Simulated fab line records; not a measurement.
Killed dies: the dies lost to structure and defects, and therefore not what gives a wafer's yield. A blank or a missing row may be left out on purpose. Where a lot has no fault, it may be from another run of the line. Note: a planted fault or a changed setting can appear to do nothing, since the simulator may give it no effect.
A struck lot beside a sound one	flow nand_harc	14 steps out of a route of 1159
Sound: these wafers, L953.1, L953.3, L953.6. Struck: wafer L944.4 (L944.3, L944.5, from the same lot, were not struck and are left out); the cause is given at the end.
For every step that has rows: the tool of each side, followed by ch and its chambers, followed by its first start. Under that, the readings that differ: sound wafers	struck wafers	difference of the means	sigmas: that difference in standard deviations of wafers without a fault.
alike: words and numbers the same on both sides, and readings whose means are apart by under 2 such deviations; not compared: readings that were withheld, readings missing a value for some wafer, numbers with overlapping values and no deviation given by the record, and bounds like >300 which may hide the same value.
A row with sigmas, a row that says differs or no value, or rows on one side alone: a step with any of these is where the two part. Numbers that have no deviation but don't overlap get no sigmas and don't part them. A reading missing from all wafers of one side parts the sides only when that side holds two or more wafers.

first, 1 step without rows for these wafers: NHARC_A_STAIRCASE_HARDBAKE_311 (time 140 s).
NHARC_A_STAIRCASE_DESCUM_312: chemistry O2, time 3 s.
  sound on rie_diel-06 ch 1,2,3, day 16 22:16; struck on rie_diel-02 ch 2, day 14 07:17
  alike: chamber_pressure_mTorr, drypump_motor_current_A, o2_flow_sccm, oes_product_au, rf_vpp_V, showerhead_plenum_p_Torr, throttle_valve_pct
  not compared: rf_hours_counter_h
NHARC_A_STAIRCASE_ETCH_313: etches the open film in CF4/CHF3.
  sound on rie_diel-06 ch 0,1,2, day 16 22:21; struck on rie_diel-02 ch 1, day 14 07:23
  alike: chamber_pressure_mTorr, drypump_motor_current_A, oes_product_au, rf_vpp_V, showerhead_plenum_p_Torr, throttle_valve_pct
  not compared: rf_hours_counter_h
NHARC_A_STAIRCASE_HM_OPEN_463: chemistry O2/COS.
  sound on rie_diel-06 ch 0,2,3; struck on rie_diel-02 ch 3
  alike: chamber_pressure_mTorr, drypump_motor_current_A, o2_flow_sccm, oes_product_au, rf_vpp_V, showerhead_plenum_p_Torr, throttle_valve_pct
  not compared: rf_hours_counter_h
then, 1 step without rows for these wafers: NHARC_A_STAIRCASE_STRIP_464 (strips in O2/COS).
NHARC_A_STAIRCASE_ETCH_453: etches the open film in CF4/O2, target depth 30 nm, overetch 3 nm, time 16.5 s.
  sound on rie_diel-06 ch 0,2,3; struck on rie_diel-02 ch 1
  alike: chamber_pressure_mTorr, drypump_motor_current_A, o2_flow_sccm, oes_o_777_au, oes_product_au, rf_vpp_V, showerhead_plenum_p_Torr, throttle_valve_pct
  not compared: rf_hours_counter_h
then, 1 step without rows for these wafers: NHARC_A_STAIRCASE_ETCH_315 (etches the open film in C4F8/O2/Ar, target depth 2500 nm, time 607.1 s).
NHARC_A_STAIRCASE_STRIP_316: strips in O2.
  sound on rie_diel-06 ch 1,2; struck on rie_diel-02 ch 1
reading	sound	struck	difference	sigmas
o2_flow_sccm (sccm)	501.1 499.6 500.9	497.3	-3.2	-2
  alike: chamber_pressure_mTorr, drypump_motor_current_A, oes_product_au, rf_vpp_V, showerhead_plenum_p_Torr, throttle_valve_pct
  not compared: rf_hours_counter_h
then, 3 steps without rows for these wafers: NHARC_A_STAIRCASE_STRIP_317 (strips in SPM, time 900 s); NHARC_A_STAIRCASE_PRECLEAN_318 (cleans in SC1); NHARC_A_STAIRCASE_SRD_329.
NHARC_A_STAIRCASE_ALD_415: deposits SiO2, target thk 30 nm, pulse time 6 s, ald cycles 300.
  sound on ald_hk-04 ch 0,2, day 17 00:21; struck on ald_hk-03 ch 0, day 14 09:47
reading	sound	struck	difference	sigmas
ald_cycles	300 300 300	377	+77	
  alike: heater_power_outer_w, heater_power_w, precursor_pulse_height_rel
then, 1 step without rows for these wafers: NHARC_A_STAIRCASE_ETCHBACK_416 (etches the open film in C4F8/O2/Ar, target depth 36 nm, time 7.2 s).
-- the record jumps here: 7 days lie between the struck wafers' starts before and after (it left off in module A_STAIRCASE and takes up again in module END, whose first step shown is number 1159 of the route) --
NHARC_END_SORT_01:
  the record has rows for the struck wafers here (prober-01 ch 0, day 21 13:43) and none for the sound ones

== WHERE THEY PART ==
At NHARC_A_STAIRCASE_STRIP_316 first; at NHARC_END_SORT_01 last (within this record only).

WHY: what the simulator had put in
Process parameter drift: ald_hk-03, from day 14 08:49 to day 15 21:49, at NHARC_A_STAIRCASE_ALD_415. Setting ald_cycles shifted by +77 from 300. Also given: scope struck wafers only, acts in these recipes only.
